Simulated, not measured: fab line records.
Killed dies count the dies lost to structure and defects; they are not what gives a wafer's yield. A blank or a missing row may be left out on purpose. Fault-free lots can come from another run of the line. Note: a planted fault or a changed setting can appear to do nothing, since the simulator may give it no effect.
fab line records | flow nand-harc
record: lots: 7 | wafers: 21 | last-day: 33
route steps=1302 shown P_ZERO_WELL@22 END@1302
lots with no fault: from the same line, run without faults
start-h: start of the lot's first displayed wafer, in hours after the record's first day | wait-h: hours elapsed since this lot's preceding step | " identical to the entry in the row above | L1.1+2: several wafers, shown together as one row | - no value present, or no start provided | * or withheld: withheld | < > ~ a bound
route shown NAME@n: NAME is a module with steps in the file, n the number in the route of the first one | usual: the fault-free wafers' mean and standard deviation | same: alike in all rows | chamber/n: place in a boat | sites: per-site readings | _std_site: standard deviation of those values | _edge_site: mean of outer sites minus mean of inner sites | radius-mm: for every site, how far away it sits from the centre of the wafer | mask NAME#n: copy n | behind: the tool/chamber that last shaped the wafer | hold: reason for holding the lot/hours on hold/outcome of the hold | device: the transistor (n, p or np) that didn't switch | end of line: the tests these same wafers got at the end of their route | where a step has no rows: the recipe by itself | killed: at the first sort, the dies lost to defects and structure; wafer yield is something else | map: a wafer's dies, marking killed ones x, the rest . and places with no die _
set.NAME: the setting that was run; set.NAME@STEP: the one run at that earlier step | model.NAME: the simulator's own value behind a step, which no gauge read
lots seen at some steps along the route; tables by step, rows by wafer
services: the hour from which a tool's chamber was out of use, counted from the record's first day as start-h (under 0 if before that day), plus the number of hours and why
== steps ==
step: NHARC_P_ZERO_WELL_HMDS_17
recipe: time-s: 30
step: NHARC_P_ZERO_WELL_COAT_18
recipe: spin-rpm: withheld
step: NHARC_P_ZERO_WELL_SOFTBAKE_19
recipe: temp-c: 122 | time-s: 95
step: NHARC_P_ZERO_WELL_EBR_20
step: NHARC_P_ZERO_WELL_EXPOSE_21
recipe: na: 0.6 | target-cd-nm: 720 | dose-mj: 22.31 | mask-id: P_NWELL
step: NHARC_P_ZERO_WELL_PEB_22
recipe: peb-temp-c: 118 | peb-time-s: 85
step: NHARC_P_ZERO_WELL_DEVELOP_23
recipe: time-s: 70
step: NHARC_P_ZERO_WELL_CD_MEAS_24
recipe: target-cd-nm: 720 | landing-energy-ev: 500
usual: cd-nm: 720.1/1.8
lot.wafer | tool      | chamber | start-h | wait-h | cd-nm
L553.1    | cd-sem-02 | 0       | 22.83   | -      | 721.4
L553.2    | "         | 0       | "       | "      | 720.5
L553.6    | "         | 0       | "       | "      | 720.9
L560.3    | cd-sem-02 | 0       | 92.33   | -      | 721.9
L560.5    | "         | 0       | "       | "      | 719.9
L560.6    | "         | 0       | "       | "      | 723.6
L565.1    | cd-sem-03 | 0       | 142.54  | -      | 719.7
L565.4    | "         | 0       | "       | "      | 721.4
L565.6    | "         | 0       | "       | "      | 719.9
L566.1    | cd-sem-01 | 0       | 152.64  | -      | 718.5
L566.3    | "         | 0       | "       | "      | 717.3
L566.4    | "         | 0       | "       | "      | 721.2
L567.1    | cd-sem-02 | 0       | 162.62  | -      | 723.1
L567.4    | "         | 0       | "       | "      | 721.4
L567.6    | "         | 0       | "       | "      | 720.8
L574.2    | cd-sem-01 | 0       | 232.59  | -      | 721.1
L574.4    | "         | 0       | "       | "      | 718.5
L574.6    | "         | 0       | "       | "      | 717.6
L575.2    | cd-sem-02 | 0       | 242.49  | -      | 718.1
L575.5    | "         | 0       | "       | "      | 720.5
L575.6    | "         | 0       | "       | "      | 720.8
step: NHARC_P_ZERO_WELL_HARDBAKE_25
recipe: temp-c: 125 | time-s: 80
step: NHARC_P_ZERO_WELL_DESCUM_26
recipe: time-s: 3 | o2-flow-sccm: 200 | ar-flow-sccm: 0 | bias-power-w: 0 | chemistry: O2
usual: drypump-motor-current-A: 5.9/0.37 | oes-product-au: 1.005/0.0091 | rf-vpp-V: 57.6/0.98 | showerhead-plenum-p-Torr: 1.87/0.094 | throttle-valve-pct: 11.312/0.0089
lot.wafer | tool        | chamber | start-h | wait-h | drypump-motor-current-A | oes-product-au | rf-hours-counter-h | rf-vpp-V | showerhead-plenum-p-Torr | throttle-valve-pct
L553.2    | rie-diel-08 | 0       | 23.02   | -      | 5.9                     | 1.002          | 0                  | 57.4     | 1.92                     | 11.311
L553.1    | "           | 1       | "       | "      | 6.3                     | 0.998          | 0                  | 57.5     | 1.79                     | 11.315
L553.6    | "           | 2       | "       | "      | 6.0                     | 1.012          | -                  | 56.5     | 1.81                     | 11.328
L560.3    | rie-diel-08 | 0       | 92.50   | -      | 5.9                     | 1.021          | 26                 | 58.3     | 1.91                     | 11.306
L560.6    | "           | 3       | "       | "      | 5.2                     | 0.994          | -                  | 57.5     | 1.95                     | 11.312
L560.5    | "           | 0       | "       | "      | 5.9                     | 1.010          | -                  | 58.0     | 1.91                     | 11.309
L565.1    | rie-diel-13 | 1       | 142.70  | -      | 6.6                     | 1.013          | 47                 | 58.1     | 2.06                     | 11.312
L565.4    | "           | 0       | "       | "      | 5.6                     | 0.998          | 45                 | 56.9     | 1.83                     | 11.307
L565.6    | "           | 1       | "       | "      | 6.6                     | 1.015          | -                  | 58.6     | 2.06                     | 11.310
L566.4    | rie-diel-08 | 3       | 152.82  | -      | 5.2                     | 1.005          | 40                 | 57.5     | 1.94                     | 11.305
L566.1    | "           | 0       | "       | "      | 5.9                     | 1.014          | 41                 | 59.1     | 1.90                     | 11.315
L566.3    | "           | 1       | "       | "      | 6.3                     | 1.004          | 43                 | 59.0     | 1.77                     | 11.295
L567.1    | rie-diel-13 | 2       | 162.78  | -      | 5.7                     | 0.996          | 54                 | 56.1     | 1.77                     | 11.313
L567.4    | "           | 0       | "       | "      | 5.6                     | 0.994          | 53                 | 57.0     | 1.83                     | 11.305
L567.6    | "           | 2       | "       | "      | 5.8                     | 1.001          | -                  | 58.5     | 1.77                     | 11.317
L574.4    | rie-diel-13 | 1       | 232.75  | -      | 6.6                     | 1.029          | 21                 | 59.0     | 2.05                     | 11.319
L574.2    | "           | 3       | "       | "      | 5.9                     | 1.015          | 23                 | 57.5     | 1.80                     | 11.318
L574.6    | "           | 2       | "       | "      | 5.7                     | 0.990          | -                  | 59.4     | 2.07                     | 11.307
L575.2    | rie-diel-08 | 2       | 242.66  | -      | 6.0                     | 0.993          | 19                 | 57.3     | 1.78                     | 11.299
L575.6    | "           | 1       | "       | "      | 6.3                     | 0.999          | -                  | 58.7     | 2.07                     | 11.309
L575.5    | "           | 2       | "       | "      | 6.0                     | 0.997          | -                  | 57.9     | 1.78                     | 11.330
step: NHARC_P_ZERO_WELL_IMPLANT_27
recipe: energy-kev: 600 | dose-cm2: 1e+13 | tilt-deg: 7
step: NHARC_P_ZERO_WELL_IMPLANT_57
recipe: energy-kev: 250 | dose-cm2: 4e+12 | tilt-deg: 7
step: NHARC_P_ZERO_WELL_IMPLANT_58
recipe: energy-kev: 100 | dose-cm2: 2e+12 | tilt-deg: 7
usual: beam-energy-keV: 100.00/0.031 | beam-on-s: 10.00/0.22 | dose-ions-cm2: 2.0002e+12/2.2e+09
lot.wafer | tool         | chamber | start-h | wait-h | beam-energy-keV | beam-on-s | dose-ions-cm2
L553.1    | implanter-02 | 0       | 23.50   | 0.2    | 99.99           | 9.68      | 1.9986e+12
L553.2    | "            | 0       | "       | "      | 100.05          | 9.99      | 2.0002e+12
L553.6    | "            | 0       | "       | "      | 99.99           | 9.75      | 2.0021e+12
L560.3    | implanter-01 | 0       | 93.06   | 0.2    | 99.99           | 10.20     | 2.0011e+12
L560.5    | "            | 0       | "       | "      | 99.95           | 9.80      | 2e+12
L560.6    | "            | 0       | "       | "      | 99.93           | 10.00     | 2.0027e+12
L565.1    | implanter-01 | -       | 143.21  | 0.2    | -               | -         | -
L565.4    | "            | -       | "       | "      | -               | -         | -
L565.6    | "            | -       | "       | "      | -               | -         | -
L566.1    | implanter-01 | -       | 153.31  | 0.2    | -               | -         | -
L566.3    | "            | -       | "       | "      | -               | -         | -
L566.4    | "            | -       | "       | "      | -               | -         | -
L567.1    | implanter-02 | -       | 163.29  | 0.2    | -               | -         | -
L567.4    | "            | -       | "       | "      | -               | -         | -
L567.6    | "            | -       | "       | "      | -               | -         | -
L574.2    | implanter-01 | 0       | 233.28  | 0.2    | 99.99           | 10.40     | 2.0017e+12
L574.4    | "            | 0       | "       | "      | 100.06          | 9.58      | 2.0005e+12
L574.6    | "            | 0       | "       | "      | 100.06          | 9.94      | 1.9996e+12
L575.2    | implanter-02 | 0       | 243.19  | 0.2    | 100.02          | 10.26     | 2.0027e+12
L575.5    | "            | 0       | "       | "      | 100.02          | 9.91      | 1.9958e+12
L575.6    | "            | 0       | "       | "      | 99.99           | 10.07     | 2.003e+12
step: NHARC_P_ZERO_WELL_STRIP_28
recipe: time-s: 840 | temp-c: 130 | chemistry: SPM
step: NHARC_END_SORT_01
recipe: temp-c: 25
usual: killed-at-array: 49/19 | killed-at-other: 0.9/1.1 | killed-at-periphery: 4.0/2.7 | killed-dies: 54/19 | killed-open: 3.3/1.8 | killed-short: 2.6/1.6
same: gross-dies: 677
lot.wafer | tool      | chamber | start-h | wait-h | killed-at-array | killed-at-other | killed-at-periphery | killed-dies | killed-open | killed-short
L565.1    | prober-02 | 0       | 685.57  | 2.5    | 34              | 3               | 640                 | 677         | 1           | 2
L565.4    | prober-02 | 0       | 687.95  | 3.4    | 40              | 1               | 636                 | 677         | 5           | 3
L565.6    | prober-02 | 0       | 689.53  | 4.0    | 42              | 2               | 633                 | 677         | 3           | 0
L566.1    | prober-02 | 0       | 714.74  | 2.5    | 60              | 1               | 616                 | 677         | 3           | 4
L566.3    | prober-02 | 0       | 716.35  | 3.1    | 56              | 2               | 619                 | 677         | 3           | 2
L566.4    | prober-02 | 0       | 717.16  | 3.4    | 72              | 2               | 603                 | 677         | 0           | 4
L567.1    | prober-01 | 0       | 722.58  | 2.5    | 56              | 1               | 620                 | 677         | 4           | 1
L567.4    | prober-01 | 0       | 724.97  | 3.4    | 61              | 0               | 616                 | 677         | 3           | 2
L567.6    | prober-01 | 0       | 726.57  | 4.0    | 58              | 3               | 616                 | 677         | 2           | 1
killed by level:class
L565.1 P_ZERO_WELL:area-implant=640 A_CHANNEL_HOLE_D1:chamber-film-flake=19 A_WL_FILL:chamber-film-flake=4 A_STAIRCASE:chamber-film-flake=3 A_DECK1_JOINT:chamber-film-flake=2 A_CONTACT:chamber-film-flake=2 THIN_TSV:chamber-film-flake=2 A_ONON_D1:geometric-particle:short=1
L565.4 P_ZERO_WELL:area-implant=632 A_CHANNEL_HOLE_D1:chamber-film-flake=23 A_WL_FILL:chamber-film-flake=4 P_GATE:geometric-particle:open=3 A_CHANNEL_FILL_D1:chamber-film-flake=3 A_CONTACT:chamber-film-flake=3 A_STAIRCASE:chamber-film-flake=2 P_M1:geometric-particle:open=1
L565.6 P_ZERO_WELL:area-implant=632 A_CHANNEL_HOLE_D1:chamber-film-flake=32 A_WL_FILL:chamber-film-flake=5 A_CHANNEL_FILL_D1:chamber-film-flake=3 THIN_TSV:chamber-film-flake=2 P_CONTACT:geometric-particle:open=1 A_CHANNEL_FILL_D1:geometric-particle:open=1 A_CHANNEL_HOLE_D2:geometric-particle:open=1
L566.1 P_ZERO_WELL:area-implant=614 A_CHANNEL_HOLE_D1:chamber-film-flake=19 A_SLIT:chamber-film-flake=17 A_CHANNEL_HOLE_D2:chamber-film-flake=12 A_CHANNEL_FILL_D1:geometric-particle:open=1 A_CHANNEL_FILL_D1:geometric-particle:short=1 A_CHANNEL_FILL_D2:geometric-particle:open=1 A_CHANNEL_FILL_D2:geometric-particle:short=1
L566.3 P_ZERO_WELL:area-implant=617 A_CHANNEL_HOLE_D1:chamber-film-flake=28 A_SLIT:chamber-film-flake=15 A_CHANNEL_HOLE_D2:chamber-film-flake=5 A_BLC:geometric-particle:open=2 THIN_TSV:chamber-film-flake=2 P_M0:geometric-particle:open=1 A_CHANNEL_HOLE_D1:geometric-particle:short=1
L566.4 P_ZERO_WELL:area-implant=603 A_SLIT:chamber-film-flake=31 A_CHANNEL_HOLE_D1:chamber-film-flake=19 A_CHANNEL_HOLE_D2:chamber-film-flake=16 A_ONON_D1:geometric-particle:short=2 THIN_TSV:chamber-film-flake=2 A_SOURCE_PLATE:geometric-particle:short=1 A_SGD_CUT:geometric-particle:short=1
L567.1 P_ZERO_WELL:area-implant=617 A_CHANNEL_HOLE_D1:chamber-film-flake=24 A_SLIT:chamber-film-flake=22 P_CONTACT:geometric-particle:open=2 A_CHANNEL_FILL_D2:chamber-film-flake=2 A_CONTACT:chamber-film-flake=2 P_GATE:geometric-particle:open=1 A_CHANNEL_FILL_D1:geometric-particle:open=1
L567.4 P_ZERO_WELL:area-implant=615 A_SLIT:chamber-film-flake=26 A_CHANNEL_HOLE_D1:chamber-film-flake=24 A_CHANNEL_HOLE_D2:chamber-film-flake=2 A_STAIRCASE:chamber-film-flake=2 A_CONTACT:chamber-film-flake=2 P_STI:geometric-particle:open=1 A_ONON_D2:geometric-particle:short=1
L567.6 P_ZERO_WELL:area-implant=614 A_CHANNEL_HOLE_D1:chamber-film-flake=28 A_SLIT:chamber-film-flake=17 A_CHANNEL_HOLE_D2:chamber-film-flake=6 THIN_TSV:chamber-film-flake=3 A_CONTACT:chamber-film-flake=2 A_M0:chamber-film-flake=2 P_CONTACT:geometric-particle:open=1
map L565.1 (x killed, . not)
____________x____________
_________xxxxxxx_________
_______xxxxxxxxxxx_______
______xxxxxxxxxxxxx______
_____xxxxxxxxxxxxxxx_____
____xxxxxxxxxxxxxxxxx____
____xxxxxxxxxxxxxxxxx____
___xxxxxxxxxxxxxxxxxxx___
___xxxxxxxxxxxxxxxxxxx___
__xxxxxxxxxxxxxxxxxxxxx__
__xxxxxxxxxxxxxxxxxxxxx__
_xxxxxxxxxxxxxxxxxxxxxxx_
_xxxxxxxxxxxxxxxxxxxxxxx_
_xxxxxxxxxxxxxxxxxxxxxxx_
_xxxxxxxxxxxxxxxxxxxxxxx_
_xxxxxxxxxxxxxxxxxxxxxxx_
xxxxxxxxxxxxxxxxxxxxxxxxx
xxxxxxxxxxxxxxxxxxxxxxxxx
xxxxxxxxxxxxxxxxxxxxxxxxx
xxxxxxxxxxxxxxxxxxxxxxxxx
xxxxxxxxxxxxxxxxxxxxxxxxx
_xxxxxxxxxxxxxxxxxxxxxxx_
_xxxxxxxxxxxxxxxxxxxxxxx_
_xxxxxxxxxxxxxxxxxxxxxxx_
_xxxxxxxxxxxxxxxxxxxxxxx_
_xxxxxxxxxxxxxxxxxxxxxxx_
__xxxxxxxxxxxxxxxxxxxxx__
__xxxxxxxxxxxxxxxxxxxxx__
___xxxxxxxxxxxxxxxxxxx___
___xxxxxxxxxxxxxxxxxxx___
____xxxxxxxxxxxxxxxxx____
____xxxxxxxxxxxxxxxxx____
_____xxxxxxxxxxxxxxx_____
______xxxxxxxxxxxxx______
_______xxxxxxxxxxx_______
_________xxxxxxx_________
____________x____________
map L566.1 (x killed, . not)
____________x____________
_________xxxxxxx_________
_______xxxxxxxxxxx_______
______xxxxxxxxxxxxx______
_____xxxxxxxxxxxxxxx_____
____xxxxxxxxxxxxxxxxx____
____xxxxxxxxxxxxxxxxx____
___xxxxxxxxxxxxxxxxxxx___
___xxxxxxxxxxxxxxxxxxx___
__xxxxxxxxxxxxxxxxxxxxx__
__xxxxxxxxxxxxxxxxxxxxx__
_xxxxxxxxxxxxxxxxxxxxxxx_
_xxxxxxxxxxxxxxxxxxxxxxx_
_xxxxxxxxxxxxxxxxxxxxxxx_
_xxxxxxxxxxxxxxxxxxxxxxx_
_xxxxxxxxxxxxxxxxxxxxxxx_
xxxxxxxxxxxxxxxxxxxxxxxxx
xxxxxxxxxxxxxxxxxxxxxxxxx
xxxxxxxxxxxxxxxxxxxxxxxxx
xxxxxxxxxxxxxxxxxxxxxxxxx
xxxxxxxxxxxxxxxxxxxxxxxxx
_xxxxxxxxxxxxxxxxxxxxxxx_
_xxxxxxxxxxxxxxxxxxxxxxx_
_xxxxxxxxxxxxxxxxxxxxxxx_
_xxxxxxxxxxxxxxxxxxxxxxx_
_xxxxxxxxxxxxxxxxxxxxxxx_
__xxxxxxxxxxxxxxxxxxxxx__
__xxxxxxxxxxxxxxxxxxxxx__
___xxxxxxxxxxxxxxxxxxx___
___xxxxxxxxxxxxxxxxxxx___
____xxxxxxxxxxxxxxxxx____
____xxxxxxxxxxxxxxxxx____
_____xxxxxxxxxxxxxxx_____
______xxxxxxxxxxxxx______
_______xxxxxxxxxxx_______
_________xxxxxxx_________
____________x____________
== services ==
tool         | chamber | start-h | hours | kind
rie-diel-08  | -       | 13.80   | 9.0   | pm
rie-diel-08  | 0       | 13.80   | 9.0   | vent-cycle
rie-diel-08  | 1       | 13.80   | 9.0   | vent-cycle
rie-diel-08  | 2       | 13.80   | 9.0   | vent-cycle
rie-diel-08  | 3       | 13.80   | 9.0   | vent-cycle
rie-diel-08  | 0       | 22.80   | -     | clean
rie-diel-08  | 1       | 22.80   | -     | clean
rie-diel-08  | 2       | 22.80   | -     | clean
rie-diel-08  | 2       | 22.80   | -     | consumable-replace:focus-ring
rie-diel-08  | 3       | 22.80   | -     | clean
rie-diel-08  | 0       | 47.36   | -     | clean
rie-diel-08  | 1       | 47.36   | -     | clean
rie-diel-08  | 2       | 47.36   | -     | clean
rie-diel-08  | 3       | 47.36   | -     | clean
implanter-01 | -       | 48.45   | 7.2   | repair
implanter-02 | -       | 88.10   | 2.0   | repair
rie-diel-13  | 3       | 103.38  | 21.3  | repair
rie-diel-13  | -       | 123.81  | 2.3   | repair
rie-diel-08  | -       | 143.67  | 0.3   | repair
implanter-02 | -       | 146.43  | 13.0  | pm
rie-diel-13  | -       | 165.10  | 9.0   | pm
rie-diel-08  | -       | 190.80  | 9.0   | pm
implanter-02 | -       | 193.78  | 2.9   | repair
rie-diel-08  | 1       | 209.43  | 16.6  | repair
== key ==
first-sign: step: NHARC_P_ZERO_WELL_IMPLANT_58 | reading: tool-record | direction: missing
effect: step: NHARC_END_SORT_01 | reading: killed-at-periphery | direction: up | sigmas: 99+ | usual: 4.0 | struck: 622.1
more-kills-born-at: NHARC_P_ZERO_WELL_IMPLANT_58@implanter-01: 3738 | NHARC_P_ZERO_WELL_IMPLANT_58@implanter-02: 1846
met-at NHARC_P_ZERO_WELL_IMPLANT_58
struck-wafers L565.1,L565.4,L565.6,L566.1,L566.3,L566.4,L567.1,L567.4,L567.6
later-rows-left-out L565.1,L565.4,L565.6,L566.1,L566.3,L566.4,L567.1,L567.4,L567.6
tester-left-out L565,L566,L567
onset-between 93.06 143.21
fault: kind: skipped-step-whole | tool: implanter-01,implanter-02 | chamber: - | onset-h: 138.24 | steps: NHARC_P_ZERO_WELL_IMPLANT_58 | scope: struck-lots-only
tester-left-out: of these lots the tester's yield and bins aren't shown, on N5 and GAA mostly nor the transistor test; their killed dies are dies lost to structure and defects alone, not to doping, threshold or leakage, so they don't give the yield
later-rows-left-out: the simulator's readings of these wafers behind a module that went badly wrong aren't trusted and aren't shown, but for the sort
